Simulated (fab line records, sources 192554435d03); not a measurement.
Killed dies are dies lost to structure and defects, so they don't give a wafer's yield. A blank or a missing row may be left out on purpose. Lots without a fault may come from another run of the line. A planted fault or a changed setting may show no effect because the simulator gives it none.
Problem report in the 8D (eight disciplines) form, filled by code | flow n5_finfet | the parts of the form that need people (team, actions taken, sign-off) are left out

1. THE PROBLEM
spin_speed_rpm at N5_FIN_CUT_COAT_18 reads a mean of 1578.7 rpm on 6 wafers of 2 lots; wafers without a fault read 1499.9 rpm with a standard deviation of 0.98. That is +80 standard deviations from the usual mean.
The step: time 60 s, resist thk 230 nm.
First seen on wafer L198.1, day 4 10:42, on litho_track-04. The record holds 12 wafers of 4 lots with a number at this step. Rule for "out", or "out of limits": more than 4 standard deviations from the usual mean. The other wafers with a number count as sound.

2. WHAT IT IS AND WHAT IT IS NOT
question                    | is                     | is not
which readings at this step | spin_speed_rpm         | -
which lots                  | L198, L199             | L189, L201
which wafers of those lots  | all that have a number | -
read on which tools         | litho_track-04         | litho_track-02
when                        | from day 4 10:42       | up to then (3 sound wafers); but 3 sound wafers of L201 came after

3. SUSPECTS, AND WHAT RULES EACH OUT
Counting: a tool at a process step up to the reading stays a suspect if it ran every lot that is out and no sound lot after the first of them.
- litho_track-04 at N5_FIN_CUT_COAT_18 (time 60 s, resist thk 230 nm): kept. It ran every lot that is out, first L198 (day 4 10:42), and no sound lot after that; its last sound lot up to then is L189 (day 2 04:32). Its own readings are out on those wafers: spin_speed_rpm.
Left after counting: litho_track-04 at N5_FIN_CUT_COAT_18.

4. THE CAUSE (what the simulator had put in)
Process parameter drift: litho_track-04, from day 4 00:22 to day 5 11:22, at N5_FIN_CUT_COAT_18. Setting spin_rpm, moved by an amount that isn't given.
Counting left only this tool.

5. THE CHAIN OF EFFECTS, in route order
Each row: a reading whose mean over the struck wafers that have a number lies more than 3 standard deviations from the usual. Only readings for which the record gives a usual standard deviation are gone through. hours: the time from each lot's start at the first step in this table that gives one to its start at this step, as a median over the lots. sigmas: the change in usual standard deviations.
hours | step               | reading        | usual      | on struck wafers | change | sigmas
0     | N5_FIN_CUT_COAT_18 | spin_speed_rpm | 1499.9 rpm | 1578.7           | +78.8  | +80
The process steps in it:
- N5_FIN_CUT_COAT_18: time 60 s, resist thk 230 nm.

6. WHAT WOULD HAVE CAUGHT IT SOONER
In this record the first reading out of limits was taken at day 4 10:42, 10 hours after the fault began at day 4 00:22.
